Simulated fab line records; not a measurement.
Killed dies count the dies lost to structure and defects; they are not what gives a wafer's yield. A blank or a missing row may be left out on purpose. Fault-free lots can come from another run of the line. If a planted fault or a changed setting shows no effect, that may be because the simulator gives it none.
fab line records | flow n5-finfet
record lots=9 | wafers=27 | last-day=18
route steps=1938 shown DUMMY_GATE@218 BEOL_M4@1111 PASSIVATION@1936
lots untouched by any fault: they come from a run of this same line in which no faults occurred
start-h: the number of hours between the record's first day and the start of the first shown wafer of the lot | wait-h: hours from the lot's prior step to this one | " unchanged from the row above | L1.1+2: a row that stands for several wafers | - no value present, or no start provided | * or withheld: withheld | < > ~ a bound
route shown NAME@n: a module of which the file shows steps, and the number in the route of the first | usual: mean/standard deviation taken from wafers without a fault | same: alike in all rows | chamber/n: place in a boat | sites: per-site readings | _std_site: standard deviation of those values | _edge_site: mean of outer sites minus mean of inner sites | radius-mm: for every site, how far away it sits from the centre of the wafer | mask NAME#n: copy n | behind: the last tool/chamber to shape the wafer | hold: the reason the lot was held/the length of the hold in hours/how it ended | device: names the non-switching transistor (n, p or np) | end of line: at the end of the route, the tests of the same wafers | a step with no rows: only its recipe | killed: dies that structure and defects cost at the first sort, which is not the same as the wafer's yield | map: the dies of a wafer, with x for killed, . for not killed, _ for no die there
set.NAME: setting as actually run; set.NAME@STEP: the setting as run at that earlier step | model.NAME: the simulator's own value behind a step, which no gauge read
route steps across a sampled set of lots; one table per step, one row per wafer
services: from which hour (start-h, from the record's first day; less than 0 if before it) a tool's chamber was out of use, for how many hours, and why
## steps
# step N5_DUMMY_GATE_CMP_04
# recipe material=a-Si | post-cmp-clean=alkaline-brush
# usual motor-current-A=9.8/1.2 | pad-life-wafers=961/390 | time-to-endpoint-s=13.9/1.7
lot.wafer | tool   | chamber | start-h | wait-h | motor-current-A | pad-life-wafers | time-to-endpoint-s
L397.4    | cmp-03 | 2       | 41.52   | 0.0    | 10.0            | 558             | 13.6
L397.3    | "      | 3       | "       | "      | 9.5             | 559             | 13.7
L397.2    | "      | 0       | "       | "      | 8.4             | 560             | 14.0
L403.1    | cmp-04 | 3       | 76.19   | 0.0    | 7.3             | 876             | 13.3
L403.3    | "      | 0       | "       | "      | 8.9             | 877             | 14.3
L403.4    | "      | 2       | "       | "      | 11.9            | 879             | 15.0
L408.4    | cmp-04 | 3       | 108.81  | 0.1    | 7.5             | 1105            | 13.1
L408.2    | "      | 0       | "       | "      | 9.1             | 1106            | 13.9
L408.5    | "      | 2       | "       | "      | 11.5            | -               | 13.4
L409.2    | cmp-03 | 3       | 115.95  | 0.1    | 9.8             | 1184            | 17.0
L409.3    | "      | 0       | "       | "      | 9.0             | 1185            | 14.3
L409.6    | "      | 1       | "       | "      | 9.7             | -               | 13.8
L410.2    | cmp-04 | 0       | 121.20  | 0.1    | 9.1             | 1202            | 12.1
L410.3    | "      | 1       | "       | "      | 10.8            | 1203            | 12.1
L410.5    | "      | 3       | "       | "      | 7.4             | -               | 9.4
L411.4    | cmp-03 | 3       | 125.03  | 0.0    | 10.2            | 1278            | 13.1
L411.1    | "      | 2       | "       | "      | 9.7             | 1281            | 12.0
L411.5    | "      | 3       | "       | "      | 10.0            | -               | 16.5
L418.4    | cmp-01 | 1       | 169.46  | 0.1    | 10.6            | 1100            | 12.9
L418.2    | "      | 2       | "       | "      | 9.9             | 1101            | 12.0
L418.6    | "      | 0       | "       | "      | 11.0            | -               | 14.1
L419.2    | cmp-04 | 3       | 173.05  | 0.0    | 6.8             | 1614            | 13.2
L419.4    | "      | 0       | "       | "      | 9.2             | 1615            | 13.1
L419.1    | "      | 2       | "       | "      | 12.0            | 1617            | 11.5
L420.2    | cmp-01 | 1       | 184.54  | 0.1    | 10.6            | 1219            | 11.2
L420.4    | "      | 2       | "       | "      | 10.8            | 1220            | 11.0
L420.5    | "      | 0       | "       | "      | 10.5            | -               | 11.5
# step N5_DUMMY_GATE_INSPECT_17
# recipe mode=adi | inspect-instrument=brightfield
# usual raw-defect-count=207/51
lot.wafer | tool              | chamber | start-h | wait-h | raw-defect-count
L397.2    | defect-inspect-02 | -       | 46.15   | 0.0    | 189
L397.3    | "                 | -       | "       | "      | 207
L397.4    | "                 | -       | "       | "      | 222
L403.1    | defect-inspect-01 | -       | 82.78   | 0.1    | 168
L403.3    | "                 | -       | "       | "      | 188
L403.4    | "                 | -       | "       | "      | 205
L408.2    | defect-inspect-01 | -       | 115.37  | 0.0    | 195
L408.4    | "                 | -       | "       | "      | 240
L408.5    | "                 | -       | "       | "      | 312
L409.2    | defect-inspect-02 | -       | 120.52  | 0.0    | 163
L409.3    | "                 | -       | "       | "      | 236
L409.6    | "                 | -       | "       | "      | 227
L410.2    | defect-inspect-01 | -       | 125.91  | 0.0    | 178
L410.3    | "                 | -       | "       | "      | 190
L410.5    | "                 | -       | "       | "      | 207
L411.1    | defect-inspect-01 | -       | 129.67  | 0.1    | 190
L411.4    | "                 | -       | "       | "      | 144
L411.5    | "                 | -       | "       | "      | 150
L418.2    | defect-inspect-01 | -       | 177.33  | 0.0    | 268
L418.4    | "                 | -       | "       | "      | 126
L418.6    | "                 | -       | "       | "      | 218
L419.1    | defect-inspect-01 | -       | 181.23  | 0.1    | 154
L419.2    | "                 | -       | "       | "      | 179
L419.4    | "                 | -       | "       | "      | 161
L420.2    | defect-inspect-02 | -       | 189.26  | 0.0    | 166
L420.4    | "                 | -       | "       | "      | 226
L420.5    | "                 | -       | "       | "      | 140
# step N5_DUMMY_GATE_ETCH_31
# recipe chemistry=C4F6/O2 | target=SiO2 | mask-material=SOC | target-depth-a=825 | time-s=27.5 | ion-energy-ev=250 | pressure-mtorr=30 | source-w=345 | bias-w=185 | Ar_flow_sccm=300 | C4F6_flow_sccm=10 | O2_flow_sccm=10
# usual C4F6_flow_sccm=10.00/0.032 | O2_flow_sccm=10.00/0.031 | drypump-motor-current-A=5.9/0.34 | oes-product-au=0.80/0.092 | rf-vpp-V=667/5.1 | showerhead-plenum-p-Torr=2.89/0.043 | throttle-valve-pct=21.14/0.22
lot.wafer | tool        | chamber | start-h | wait-h | C4F6_flow_sccm | O2_flow_sccm | drypump-motor-current-A | oes-product-au | rf-hours-counter-h | rf-vpp-V | showerhead-plenum-p-Torr | throttle-valve-pct
L397.2    | rie-diel-05 | 2       | 46.68   | 0.0    | 9.99           | 10.02        | 5.5                     | 0.88           | 25                 | 675      | 2.90                     | 21.00
L397.3    | "           | 0       | "       | "      | 10.04          | 10.02        | 6.1                     | 0.97           | 6                  | 663      | 2.91                     | 21.26
L397.4    | "           | 1       | "       | "      | 10.04          | 10.09        | 5.9                     | 0.99           | 0                  | 665      | 2.92                     | 20.77
L403.1    | rie-diel-01 | 0       | 83.83   | 0.1    | 9.99           | 9.96         | 6.3                     | 0.69           | 221                | 671      | 2.93                     | 20.97
L403.3    | "           | 1       | "       | "      | 9.92           | 10.00        | 5.9                     | 0.70           | 200                | 660      | 2.83                     | 21.12
L403.4    | "           | 2       | "       | "      | 10.00          | 10.03        | 5.5                     | 0.72           | 181                | 678      | 2.94                     | 21.38
L408.2    | rie-diel-05 | 0       | 115.82  | 0.0    | 9.97           | 10.01        | 6.1                     | 0.93           | 24                 | 661      | 2.91                     | 21.28
L408.4    | "           | 1       | "       | "      | 9.98           | 9.98         | 5.9                     | 0.92           | 21                 | 665      | 2.91                     | 20.80
L408.5    | "           | 1       | "       | "      | 9.99           | 10.00        | 5.9                     | 0.92           | -                  | 666      | 2.91                     | 20.79
L409.2    | rie-diel-05 | 0       | 121.06  | 0.1    | 10.00          | 9.94         | 6.1                     | 0.91           | 26                 | 660      | 2.90                     | 21.27
L409.3    | "           | 3       | "       | "      | 10.02          | 9.95         | 6.0                     | 0.71           | 205                | 668      | 2.94                     | 21.15
L409.6    | "           | 1       | "       | "      | 9.97           | 10.00        | 5.9                     | 0.91           | -                  | 666      | 2.91                     | 20.79
L410.2    | rie-diel-02 | 0       | 126.37  | 0.0    | 10.05          | 10.00        | 5.4                     | 0.82           | 61                 | 658      | 2.89                     | 21.12
L410.3    | "           | 2       | "       | "      | 10.01          | 10.01        | 6.3                     | 0.68           | 246                | 667      | 2.92                     | 21.55
L410.5    | "           | 3       | "       | "      | 10.09          | 10.01        | 5.6                     | 0.76           | -                  | 667      | 2.86                     | 20.91
L411.1    | rie-diel-01 | 2       | 130.18  | 0.0    | 10.01          | 10.02        | 5.5                     | 0.70           | 195                | 677      | 2.93                     | 21.39
L411.4    | "           | 0       | "       | "      | 10.00          | 10.05        | 6.3                     | 0.68           | 234                | 672      | 2.92                     | 21.00
L411.5    | "           | 3       | "       | "      | 10.04          | 10.03        | 5.8                     | 0.81           | -                  | 668      | 2.75                     | 21.35
L418.2    | rie-diel-02 | 2       | 177.79  | 0.0    | 10.00          | 9.95         | 6.3                     | 0.97           | 5                  | 667      | 2.91                     | 21.22
L418.4    | "           | 1       | "       | "      | 10.05          | 9.97         | 6.4                     | 0.74           | 173                | 667      | 2.83                     | 21.41
L418.6    | "           | 2       | "       | "      | 10.00          | 9.99         | 6.3                     | 0.98           | -                  | 665      | 2.91                     | 21.22
L419.1    | rie-diel-02 | 3       | 181.76  | 0.1    | 10.00          | 10.01        | 5.6                     | 0.74           | 149                | 666      | 2.85                     | 20.95
L419.2    | "           | 2       | "       | "      | 10.03          | 10.00        | 6.3                     | 0.96           | 7                  | 666      | 2.91                     | 21.24
L419.4    | "           | 1       | "       | "      | 10.02          | 10.05        | 6.4                     | 0.74           | 175                | 668      | 2.83                     | 21.39
L420.2    | rie-diel-05 | 2       | 189.72  | 0.0    | 10.02          | 9.92         | 5.5                     | 0.82           | 65                 | 674      | 2.88                     | 21.05
L420.4    | "           | 1       | "       | "      | 10.07          | 9.97         | 5.9                     | 0.87           | 40                 | 665      | 2.90                     | 20.81
L420.5    | "           | 3       | "       | "      | 9.98           | 10.01        | 6.0                     | 0.69           | -                  | 668      | 2.93                     | 21.16
# step N5_DUMMY_GATE_ETCH_44
# recipe chemistry=HBr/O2 | over-etch-frac=0.7 | target-depth-a=1275 | stop-on=SiO2 | ion-energy-ev=60 | bias-w=20 | target=poly-Si | mask-material=SiO2 | pressure-mtorr=20 | icp-w=400 | HBr_flow_sccm=120 | O2_flow_sccm=10
# usual HBr_flow_sccm=120.0/0.41 | O2_flow_sccm=10.003/0.028 | drypump-motor-current-A=5.7/0.48 | oes-product-au=0.732/0.012 | throttle-valve-pct=18.52/0.19
lot.wafer | tool      | chamber | start-h | wait-h | HBr_flow_sccm | O2_flow_sccm | drypump-motor-current-A | oes-product-au | rf-hours-counter-h | throttle-valve-pct
L397.2    | rie-si-01 | 3       | 47.01   | 0.0    | 119.7         | 10.020       | 4.9                     | 0.744          | 183                | 18.42
L397.3    | "         | 2       | "       | "      | 120.3         | 10.014       | 5.5                     | 0.741          | 121                | 18.88
L397.4    | "         | 2       | "       | "      | 120.6         | 9.962        | 5.5                     | 0.741          | -                  | 18.88
L403.1    | rie-si-04 | 1       | 84.17   | 0.0    | 120.4         | 10.071       | 6.4                     | 0.740          | 128                | 18.51
L403.3    | "         | 2       | "       | "      | 119.6         | 9.994        | 5.2                     | 0.734          | 73                 | 18.56
L403.4    | "         | 3       | "       | "      | 120.2         | 9.987        | 5.9                     | 0.720          | 85                 | 18.45
L408.2    | rie-si-01 | 2       | 116.16  | 0.0    | -             | -            | -                       | -              | -                  | -
L408.4    | "         | 1       | "       | "      | -             | -            | -                       | -              | -                  | -
L408.5    | "         | 3       | "       | "      | -             | -            | -                       | -              | -                  | -
L409.2    | rie-si-04 | 2       | 121.40  | 0.0    | -             | -            | -                       | -              | -                  | -
L409.3    | "         | 3       | "       | "      | -             | -            | -                       | -              | -                  | -
L409.6    | "         | 0       | "       | "      | -             | -            | -                       | -              | -                  | -
L410.2    | rie-si-04 | 3       | 126.70  | 0.0    | -             | -            | -                       | -              | -                  | -
L410.3    | "         | 0       | "       | "      | -             | -            | -                       | -              | -                  | -
L410.5    | "         | 2       | "       | "      | -             | -            | -                       | -              | -                  | -
L411.1    | rie-si-01 | 2       | 130.51  | 0.0    | 119.5         | 10.007       | 5.5                     | 0.739          | 122                | 18.86
L411.4    | "         | 3       | "       | "      | 119.6         | 10.027       | 4.9                     | 0.749          | 184                | 18.41
L411.5    | "         | 3       | "       | "      | 119.7         | 9.973        | 4.9                     | 0.745          | -                  | 18.42
L418.2    | rie-si-01 | 0       | 178.13  | 0.0    | 120.6         | 9.971        | 5.8                     | 0.723          | 3                  | 18.64
L418.4    | "         | 1       | "       | "      | 120.7         | 10.000       | 6.3                     | 0.727          | 175                | 18.59
L418.6    | "         | 3       | "       | "      | 120.0         | 9.996        | 4.9                     | 0.754          | -                  | 18.42
L419.1    | rie-si-04 | 1       | 182.10  | 0.0    | 120.3         | 9.997        | 6.4                     | 0.736          | 129                | 18.52
L419.2    | "         | 0       | "       | "      | 120.0         | 9.973        | 6.0                     | 0.723          | 68                 | 18.53
L419.4    | "         | 2       | "       | "      | 120.5         | 9.974        | 5.2                     | 0.717          | 75                 | 18.55
L420.2    | rie-si-01 | 2       | 190.05  | 0.0    | 120.3         | 10.001       | 5.5                     | 0.737          | 123                | 18.88
L420.4    | "         | 1       | "       | "      | 120.0         | 10.004       | 6.2                     | 0.727          | 176                | 18.59
L420.5    | "         | 2       | "       | "      | 120.2         | 9.996        | 5.5                     | 0.752          | -                  | 18.86
# step N5_DUMMY_GATE_CD_MEAS_24
# recipe target-cd-nm=15
# usual cd-nm=15.1/0.34
lot.wafer | tool      | chamber | start-h | wait-h | cd-nm
L397.2    | cd-sem-03 | -       | 47.13   | 0.1    | 14.3
L397.3    | "         | -       | "       | "      | 15.8
L397.4    | "         | -       | "       | "      | 15.1
L403.1    | cd-sem-01 | -       | 84.28   | 0.1    | 14.8
L403.3    | "         | -       | "       | "      | 15.3
L403.4    | "         | -       | "       | "      | 15.0
L408.2    | cd-sem-03 | -       | 116.27  | 0.1    | 14.1
L408.4    | "         | -       | "       | "      | 14.4
L408.5    | "         | -       | "       | "      | 13.6
L409.2    | cd-sem-01 | -       | 121.51  | 0.1    | 14.5
L409.3    | "         | -       | "       | "      | 14.0
L409.6    | "         | -       | "       | "      | 14.2
L410.2    | cd-sem-01 | -       | 126.81  | 0.1    | 13.9
L410.3    | "         | -       | "       | "      | 14.1
L410.5    | "         | -       | "       | "      | 14.3
L411.1    | cd-sem-01 | -       | 130.62  | 0.1    | 15.1
L411.4    | "         | -       | "       | "      | 15.0
L411.5    | "         | -       | "       | "      | 14.7
L418.2    | cd-sem-02 | -       | 178.24  | 0.1    | 15.5
L418.4    | "         | -       | "       | "      | 14.6
L418.6    | "         | -       | "       | "      | 15.3
L419.1    | cd-sem-03 | -       | 182.21  | 0.1    | 15.7
L419.2    | "         | -       | "       | "      | 15.5
L419.4    | "         | -       | "       | "      | 14.9
L420.2    | cd-sem-02 | -       | 190.17  | 0.1    | 14.8
L420.4    | "         | -       | "       | "      | 15.1
L420.5    | "         | -       | "       | "      | 15.0
# step N5_BEOL_M4_RC_MEAS_101
# usual DIBL_N=36.4/1.4 | DIBL_P=36.3/1.8 | IOFF_N=0.163/0.024 | IOFF_P=0.21/0.034 | ION_N=673/11 | ION_P=461/7.4 | SS_N=71.6/0.52 | SS_P=73.3/0.58 | VT_N=249.4/2.5 | VT_P=-250/3.5
lot.wafer | tool      | chamber | start-h | wait-h | DIBL_N[mV/V] | DIBL_P[mV/V] | IOFF_N[nA/um] | IOFF_P[nA/um] | ION_N[uA/um] | ION_P[uA/um] | SS_N[mV/dec] | SS_P[mV/dec] | VT_N[mV] | VT_P[mV]
L397.2    | prober-02 | 0       | 168.13  | 0.2    | 36.6         | 36.5         | 0.169         | 0.20          | 686          | 462          | 70.9         | 72.7         | 248.1    | -253
L397.3    | "         | 0       | "       | "      | 35.5         | 34.1         | 0.153         | 0.18          | 669          | 451          | 70.7         | 72.3         | 248.6    | -252
L397.4    | "         | 0       | "       | "      | 36.9         | 37.0         | 0.187         | 0.21          | 699          | 465          | 71.5         | 73.4         | 246.2    | -252
L403.1    | prober-01 | 0       | 199.09  | 0.0    | 37.5         | 36.9         | 0.177         | 0.25          | 684          | 470          | 72.3         | 73.5         | 250.3    | -245
L403.3    | "         | 0       | "       | "      | 35.5         | 34.4         | 0.136         | 0.20          | 668          | 464          | 71.2         | 72.7         | 249.4    | -249
L403.4    | "         | 0       | "       | "      | 38.3         | 37.3         | 0.186         | 0.27          | 677          | 467          | 71.6         | 73.2         | 249.5    | -244
L411.1    | prober-01 | 0       | 257.91  | 0.0    | 35.4         | 36.1         | 0.172         | 0.22          | 688          | 466          | 72.0         | 73.5         | 246.6    | -246
L411.4    | "         | 0       | "       | "      | 35.2         | 35.5         | 0.160         | 0.21          | 664          | 464          | 70.9         | 73.1         | 251.5    | -246
L411.5    | "         | 0       | "       | "      | 37.6         | 38.1         | 0.204         | 0.25          | 683          | 463          | 71.9         | 74.3         | 245.7    | -245
L419.1    | prober-02 | 0       | 300.13  | 0.0    | 35.3         | 31.4         | 0.130         | 0.15          | 674          | 453          | 71.3         | 72.9         | 250.6    | -258
L419.2    | "         | 0       | "       | "      | 34.5         | 30.9         | 0.117         | 0.14          | 669          | 450          | 70.8         | 72.6         | 251.5    | -257
L419.4    | "         | 0       | "       | "      | 35.9         | 32.4         | 0.137         | 0.16          | 660          | 446          | 70.6         | 72.0         | 250.8    | -255
L418.2    | prober-02 | 0       | 303.23  | 0.2    | 35.1         | 34.8         | 0.137         | 0.19          | 665          | 460          | 70.9         | 73.0         | 250.8    | -250
L418.4    | "         | 0       | "       | "      | 36.0         | 35.2         | 0.146         | 0.20          | 666          | 455          | 71.1         | 72.9         | 251.1    | -250
L418.6    | "         | 0       | "       | "      | 35.1         | 35.0         | 0.142         | 0.20          | 662          | 456          | 70.9         | 72.6         | 248.0    | -248
L420.2    | prober-01 | 0       | 306.09  | 0.2    | 37.4         | 35.5         | 0.158         | 0.23          | 674          | 466          | 71.0         | 73.2         | 249.3    | -247
L420.4    | "         | 0       | "       | "      | 40.3         | 38.7         | 0.217         | 0.30          | 691          | 465          | 72.4         | 73.9         | 245.3    | -242
L420.5    | "         | 0       | "       | "      | 36.6         | 33.9         | 0.146         | 0.22          | 656          | 458          | 71.6         | 72.1         | 254.2    | -247
# step N5_PASSIVATION_PROBE_49
# usual defect-limited-yield=91.4/1.6 | killed_at_M0_to_M3=34/12 | killed_at_M4_up=13/5.2 | killed-at-contacts=11/5.5 | killed-at-front-end=40/13 | killed-at-other=3.4/2.7 | killed-dies=102/19 | killed-on-rim=13/4.3 | killed-open=66/15 | killed-short=33/7.9 | sort_bin_5_function=5.1/1.1 | sort_bin_6_memory=3.2/0.7 | sort-n-pass=1078/19 | sort-yield-pct=91.4/1.6
# same gross-dies=1180 | killed-at-back-side=0 | sort_bin_4_leakage[%]=0 | sort_bin_8_speed[%]=0
lot.wafer | tool      | chamber | start-h | wait-h | defect-limited-yield[%] | killed_at_M0_to_M3 | killed_at_M4_up | killed-at-contacts | killed-at-front-end | killed-at-other | killed-dies | killed-on-rim | killed-open | killed-short | sort_bin_5_function[%] | sort_bin_6_memory[%] | sort-n-pass | sort-yield-pct[%]
L408.2    | prober-02 | -       | 341.65  | 0.1    | 0                       | 60                 | 13              | 21                 | 1080                | 6               | 1180        | 152           | 85          | 49           | 95.0                   | 4.5                  | 0           | 0
L408.4    | prober-02 | -       | 341.75  | 0.2    | 0                       | 63                 | 22              | 25                 | 1067                | 3               | 1180        | 152           | 92          | 58           | 94.9                   | 4.5                  | 0           | 0
L408.5    | prober-02 | -       | 341.80  | 0.2    | 0                       | 47                 | 3               | 20                 | 1109                | 1               | 1180        | 152           | 71          | 33           | 96.4                   | 3.4                  | 0           | 0
L409.2    | prober-01 | -       | 357.12  | 0.1    | 0                       | 16                 | 16              | 7                  | 1132                | 9               | 1180        | 152           | 78          | 32           | 95.9                   | 3.8                  | 0           | 0
L409.3    | prober-01 | -       | 357.17  | 0.1    | 0                       | 33                 | 15              | 5                  | 1124                | 3               | 1180        | 152           | 84          | 37           | 95.3                   | 4.5                  | 0           | 0
L409.6    | prober-01 | -       | 357.32  | 0.3    | 0                       | 14                 | 16              | 2                  | 1144                | 4               | 1180        | 152           | 71          | 32           | 96.5                   | 3.2                  | 0           | 0
L410.2    | prober-01 | -       | 370.00  | 0.2    | 0                       | 39                 | 8               | 6                  | 1124                | 3               | 1180        | 152           | 66          | 37           | 96.3                   | 3.3                  | 0           | 0
L410.3    | prober-01 | -       | 370.05  | 0.3    | 0                       | 40                 | 14              | 8                  | 1113                | 5               | 1180        | 152           | 57          | 27           | 96.9                   | 2.8                  | 0           | 0
L410.5    | prober-01 | -       | 370.15  | 0.4    | 0                       | 31                 | 13              | 9                  | 1125                | 2               | 1180        | 152           | 57          | 42           | 96.2                   | 3.4                  | 0           | 0
# killed by level:class
L408.2 DUMMY_GATE:area-etch=1044 BEOL_M0_SAQP:geometric-particle:open=19 MOL_CONTACT_COAG:geometric-particle:open=16 BEOL_M0_SAQP:geometric-particle:short=16 BEOL_M2:geometric-particle:open=8 BEOL_M3:geometric-particle:open=7 FIN_SAQP:geometric-particle:short=6 FIN_SAQP:geometric-particle:open=5
L408.4 DUMMY_GATE:area-etch=1027 BEOL_M0_SAQP:geometric-particle:short=22 MOL_CONTACT_COAG:geometric-particle:open=18 BEOL_M4:geometric-particle:open=13 BEOL_M0_SAQP:geometric-particle:open=12 BEOL_M2:geometric-particle:open=12 FIN_SAQP:geometric-particle:short=10 FIN_SAQP:geometric-particle:open=8
L408.5 DUMMY_GATE:area-etch=1075 MOL_CONTACT_COAG:geometric-particle:open=18 BEOL_M2:geometric-particle:open=17 BEOL_M0_SAQP:geometric-particle:open=10 BEOL_M0_SAQP:geometric-particle:short=10 STI_FIN_REVEAL:geometric-particle:open=6 GATE_CUT:geometric-particle:open=5 FIN_SAQP:geometric-particle:short=4
L409.2 DUMMY_GATE:area-etch=1069 STI_FIN_REVEAL:geometric-particle:open=13 FIN_SAQP:geometric-particle:open=8 FIN_SAQP:geometric-particle:short=7 BEOL_M1:geometric-particle:open=7 STI_FIN_REVEAL:geometric-particle:short=6 DUMMY_GATE:geometric-particle:open=6 MOL_CONTACT_COAG:geometric-particle:open=6
L409.3 DUMMY_GATE:area-etch=1058 FIN_SAQP:geometric-particle:open=19 FIN_SAQP:geometric-particle:short=13 STI_FIN_REVEAL:geometric-particle:open=13 BEOL_M0_SAQP:geometric-particle:short=7 BEOL_M0_SAQP:geometric-particle:open=6 BEOL_M0:geometric-particle:open=6 BEOL_M4:geometric-particle:open=5
L409.6 DUMMY_GATE:area-etch=1075 STI_FIN_REVEAL:geometric-particle:open=26 FIN_SAQP:geometric-particle:open=12 FIN_SAQP:geometric-particle:short=6 STI_FIN_REVEAL:geometric-particle:short=4 SPACER0:geometric-particle:short=4 BEOL_M4:geometric-particle:open=4 STARTING-WAFER:geometric-particle:open=4
L410.2 DUMMY_GATE:area-etch=1077 STI_FIN_REVEAL:geometric-particle:open=11 BEOL_M1:geometric-particle:open=10 FIN_SAQP:geometric-particle:short=8 BEOL_M0_SAQP:geometric-particle:open=7 FIN_SAQP:geometric-particle:open=6 BEOL_M1:geometric-particle:short=5 BEOL_M3:geometric-particle:short=5
L410.3 DUMMY_GATE:area-etch=1095 BEOL_M1:geometric-particle:open=16 BEOL_M0_SAQP:geometric-particle:short=7 MOL_CONTACT_COAG:geometric-particle:open=7 BEOL_M4:geometric-particle:open=7 BEOL_M1:geometric-particle:short=6 FIN_SAQP:geometric-particle:open=5 FIN_SAQP:geometric-particle:short=5
L410.5 DUMMY_GATE:area-etch=1081 FIN_SAQP:geometric-particle:open=11 BEOL_M0_SAQP:geometric-particle:short=8 FIN_SAQP:geometric-particle:short=7 MOL_CONTACT_COAG:geometric-particle:open=7 BEOL_M1:geometric-particle:open=6 STARTING-WAFER:geometric-particle:short=5 ILD0:geometric-particle:short=4
## services
tool        | chamber | start-h | hours | kind
rie-si-04   | -       | 20.18   | 0.2   | repair
rie-diel-05 | 1       | 27.47   | -     | clean
rie-diel-05 | 1       | 27.47   | -     | consumable-replace:focus-ring
rie-diel-05 | 1       | 27.47   | 16.0  | scheduled-down
rie-diel-05 | 1       | 27.47   | 16.0  | vent-cycle
cmp-03      | -       | 28.22   | 3.6   | repair
cmp-01      | -       | 32.08   | 4.0   | pm
cmp-03      | -       | 32.32   | 1.6   | repair
cmp-01      | -       | 36.08   | -     | consumable-replace:conditioner
cmp-01      | -       | 36.08   | -     | consumable-replace:pad
rie-si-01   | 0       | 43.57   | 4.1   | repair
rie-diel-02 | 0       | 49.56   | 4.1   | repair
rie-diel-05 | 0       | 72.95   | 3.1   | repair
rie-diel-01 | -       | 73.88   | 0.1   | repair
rie-si-01   | -       | 76.92   | 4.3   | pm
rie-diel-05 | 3       | 94.96   | 1.2   | repair
rie-diel-02 | 2       | 138.40  | -     | clean
rie-diel-02 | 2       | 138.40  | -     | consumable-replace:focus-ring
rie-diel-02 | 2       | 138.40  | 25.0  | scheduled-down
rie-diel-02 | 2       | 138.40  | 25.0  | vent-cycle
cmp-03      | -       | 140.57  | 2.4   | repair
rie-diel-01 | 3       | 147.65  | 1.5   | repair
cmp-03      | -       | 155.77  | 4.0   | pm
rie-si-04   | -       | 167.44  | 0.4   | repair
## key
first-sign step=N5_DUMMY_GATE_ETCH_44 | reading=tool-record | direction=missing
effect step=N5_DUMMY_GATE_CD_MEAS_24 | reading=cd-nm | direction=down | sigmas=2.7 | usual=15.1 | struck=14.1
effect step=N5_PASSIVATION_PROBE_49 | reading=killed-at-front-end | direction=up | sigmas=86 | usual=40 | struck=1113
more-kills-born-at N5_DUMMY_GATE_ETCH_44@rie-si-04=6455 | N5_DUMMY_GATE_ETCH_44@rie-si-01=3146
met-at N5_DUMMY_GATE_ETCH_44
struck-lots L408,L409,L410
later-rows-left-out L408.2,L408.4,L408.5,L409.2,L409.3,L409.6,L410.2,L410.3,L410.5
not-acting-at N5_DUMMY_GATE_CMP_04,N5_DUMMY_GATE_INSPECT_17,N5_DUMMY_GATE_ETCH_31
onset-between 84.17 116.16
fault kind=skipped-step-whole | tool=rie-si-01,rie-si-04 | chamber=- | onset-h=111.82 | steps=N5_DUMMY_GATE_ETCH_44 | scope=struck-lots-only
# later-rows-left-out: the simulator's readings of these wafers behind a module that went badly wrong aren't trusted and aren't shown, but for the sort
